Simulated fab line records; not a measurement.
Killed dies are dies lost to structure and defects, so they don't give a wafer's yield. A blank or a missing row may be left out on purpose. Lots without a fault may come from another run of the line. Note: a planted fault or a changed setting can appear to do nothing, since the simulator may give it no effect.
Matching of chambers :: flow nand-harc :: NHARC_A_M0_PRE_CLEAN_31 on pecvd-02: 3 sister chambers
The step time 12 s. 6 wafers are shown with their chamber, then 8 later ones without.

WAFERS, EACH WITH ITS CHAMBER
wafer: L090.3
chamber: 0
heater-power-w (W): 697

wafer: L090.6
chamber: 0
heater-power-w (W): 686

wafer: L091.2
chamber: 2
heater-power-w (W): 462

wafer: L091.3
chamber: 1
heater-power-w (W): 523

wafer: L091.6
chamber: 2
heater-power-w (W): 476

wafer: L093.2
chamber: 1
heater-power-w (W): 581

WAFERS WITH NO CHAMBER GIVEN
wafer: L093.3
heater-power-w (W): 452

wafer: L093.5
heater-power-w (W): 439

wafer: L092.1
heater-power-w (W): 456

wafer: L092.5
heater-power-w (W): 622

wafer: L092.6
heater-power-w (W): 717

wafer: L097.2
heater-power-w (W): 401

wafer: L097.4
heater-power-w (W): 583

wafer: L097.5
heater-power-w (W): 567

EACH ONE'S CHAMBER
wafer: L093.3
from the rows above: 2
in truth: 2

wafer: L093.5
from the rows above: 2
in truth: 2

wafer: L092.1
from the rows above: 2
in truth: 2

wafer: L092.5
from the rows above: can't be placed: 0 or 1
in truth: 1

wafer: L092.6
from the rows above: 0
in truth: 0

wafer: L097.2
from the rows above: 2
in truth: 2

wafer: L097.4
from the rows above: 1
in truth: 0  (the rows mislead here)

wafer: L097.5
from the rows above: 1
in truth: 1
6 of 8 placed correctly. These rows do not allow placing 1 (true chamber among the candidates in 1). 1 placed wrongly.
How it was worked out, from the rows above alone: a wafer's distance from a chamber is the root of the sum, over the readings, of the square of ((its reading less the chamber's mean) divided by the reading's scatter). The wafer belongs to the nearest chamber; if the next one is less than 2 further off, it can't be placed. The mean given for a chamber averages the wafers shown for that chamber. How the scatter is found: for the shown wafers, subtract from each reading the mean of its chamber, square and add these, divide the total by (wafers less chambers), then take the root.
